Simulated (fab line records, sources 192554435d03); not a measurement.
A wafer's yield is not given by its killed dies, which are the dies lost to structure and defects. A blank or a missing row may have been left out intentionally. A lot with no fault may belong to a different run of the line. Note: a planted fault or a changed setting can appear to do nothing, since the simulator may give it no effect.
Split-lot trial | flow n5-finfet | 21 wafers read from 7 lots, route of 1938 steps

## ABOUT THE SPLIT
At N5_BEOL_M7_EXPOSE_08 (exposes mask M7), the setting dose-mj was moved away from the recipe's 68.25 on 7 of the 21 wafers read, by -5.7% to +6.9%. The other wafers ran this setting at the recipe's value.

## FROM THE SPLIT TO THE READING: what the file shows between them, 15 steps
- N5_BEOL_M7_PEB_09: peb time 60 s
- N5_BEOL_M7_DEVELOP_10: develop time 30 s
- N5_BEOL_M7_CD_MEAS_11: target cd 38.5 nm
- N5_BEOL_M7_DESCUM_16: chemistry O2, time 7.9 s
- N5_BEOL_M7_ETCH_61: etches SiARC in CF4, target depth 45.5 nm, time 75.8 s
- N5_BEOL_M7_ETCH_62: etches SOC in N2/H2, target depth 110 nm, overetch 22 nm, time 165 s
- N5_BEOL_M7_STRIP_68: strips in N2/H2
- N5_BEOL_M7_STRIP_67: strips in CF4
- N5_BEOL_M7_HM_OPEN_17: chemistry Cl2/BCl3, target TiN, target depth 20 nm, overetch 6 nm
- N5_BEOL_M7_STRIP_19: strips in O2
- N5_BEOL_M7_CD_MEAS_18: pitch 80 nm, target cd 40 nm
- N5_BEOL_M7_COAT_63: time 60 s, resist thk 60 nm
- N5_BEOL_M7_COAT_64: time 60 s, resist thk 12 nm
- N5_BEOL_M7_PRECLEAN_42: cleans in residue remover, time 60 s
- N5_BEOL_M7_SRD_43: time 30 s

## THE READING
cd-nm (nm) at N5_BEOL_M7_CD_MEAS_35, where the cd target is 40 nm. On this fab line, fault-free wafers typically give 40.0 nm with a standard deviation of 0.77 nm.

wafer  | tool, chamber at the split | dose-mj as run | against the recipe | cd-nm, nm | against lot-mates on the recipe
L077.2 | arfi-scanner-02, 0         | 65.45          | -4.1%              | 37.3      | -4.1
L077.5 | arfi-scanner-02, 0         | 65.45          | -4.1%              | 37.8      | -3.6
L077.6 | arfi-scanner-02, 0         | 68.25          | recipe             | 41.4      | -
L076.2 | arfi-scanner-02, 0         | 68.25          | recipe             | 40.3      | -
L076.3 | arfi-scanner-02, 0         | 68.25          | recipe             | 41.1      | -
L076.6 | arfi-scanner-02, 0         | 68.25          | recipe             | 40.8      | -
L086.1 | arfi-scanner-02, 0         | 65.46          | -4.1%              | 37.3      | -1.8
L086.3 | arfi-scanner-02, 0         | 68.25          | recipe             | 38.1      | -
L086.5 | arfi-scanner-02, 0         | 68.25          | recipe             | 40.0      | -
L084.2 | arfi-scanner-03, 0         | 72.97          | +6.9%              | 42.6      | +2.9
L084.4 | arfi-scanner-03, 0         | 72.97          | +6.9%              | 43.3      | +3.6
L084.6 | arfi-scanner-03, 0         | 68.25          | recipe             | 39.7      | -
L087.1 | arfi-scanner-02, 0         | 64.38          | -5.7%              | 36.2      | -3.1
L087.2 | arfi-scanner-02, 0         | 68.25          | recipe             | 39.3      | -
L087.5 | arfi-scanner-02, 0         | 64.38          | -5.7%              | 37.0      | -2.3
L094.1 | arfi-scanner-01, 0         | 68.25          | recipe             | 39.2      | -
L094.5 | arfi-scanner-01, 0         | 68.25          | recipe             | 38.8      | -
L094.6 | arfi-scanner-01, 0         | 68.25          | recipe             | 39.0      | -
L096.3 | arfi-scanner-03, 0         | 68.25          | recipe             | 40.5      | -
L096.4 | arfi-scanner-03, 0         | 68.25          | recipe             | 41.0      | -
L096.6 | arfi-scanner-03, 0         | 68.25          | recipe             | 40.4      | -

FIT RESULTS
A straight line over all 21 wafers: cd-nm changes by +0.517 nm for each +1% of dose-mj; r = +0.89; the points scatter about the line by 0.87 nm.
The same after taking each lot's own level away (the mean of its wafers on the recipe; 21 wafers): +0.537 nm for each +1%; r = +0.93; scatter 0.69 nm.
Per that fit: largest dose-mj move, reading shift of 3.7 nm.
The lots' own levels span 39.00 to 41.40 nm, that is 3.1 times the standard deviation above.
So the lot-to-lot level changes the slope little: the two slopes agree.
Check: with one of the wafers moved furthest among these (+6.9%) left out of the fit, the line predicts +3.87 nm for it against its lot-mates. Against them it came out at +2.9 nm.

## THE WHOLE CHAIN: every reading that the file lists as answering this split, in the file's order
step                  | what it does                                                      | reading                                                               | change (the file's fit)               | r (the file's)
N5_BEOL_M7_CD_MEAS_11 | target cd 38.5 nm                                                 | cd-nm                                                                 | +0.513 nm for each +1% of the setting | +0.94
N5_BEOL_M7_ETCH_61    | etches SiARC in CF4, target depth 45.5 nm, time 75.8 s            | BEOL_M7.cd-offset-nm (the simulator's own value, which no gauge read) | +0.475 nm for each +1% of the setting | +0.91
N5_BEOL_M7_HM_OPEN_17 | chemistry Cl2/BCl3, target TiN, target depth 20 nm, overetch 6 nm | BEOL_M7.cd-offset-nm (the simulator's own value, which no gauge read) | +0.496 nm for each +1% of the setting | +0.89
N5_BEOL_M7_CD_MEAS_18 | pitch 80 nm, target cd 40 nm                                      | cd-nm                                                                 | +0.494 nm for each +1% of the setting | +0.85
N5_BEOL_M7_CD_MEAS_35 | target cd 40 nm                                                   | cd-nm                                                                 | +0.536 nm for each +1% of the setting | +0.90

## FILE'S OWN FIT
cd-nm changes by +0.536 nm for each +1% of dose-mj, r = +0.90.
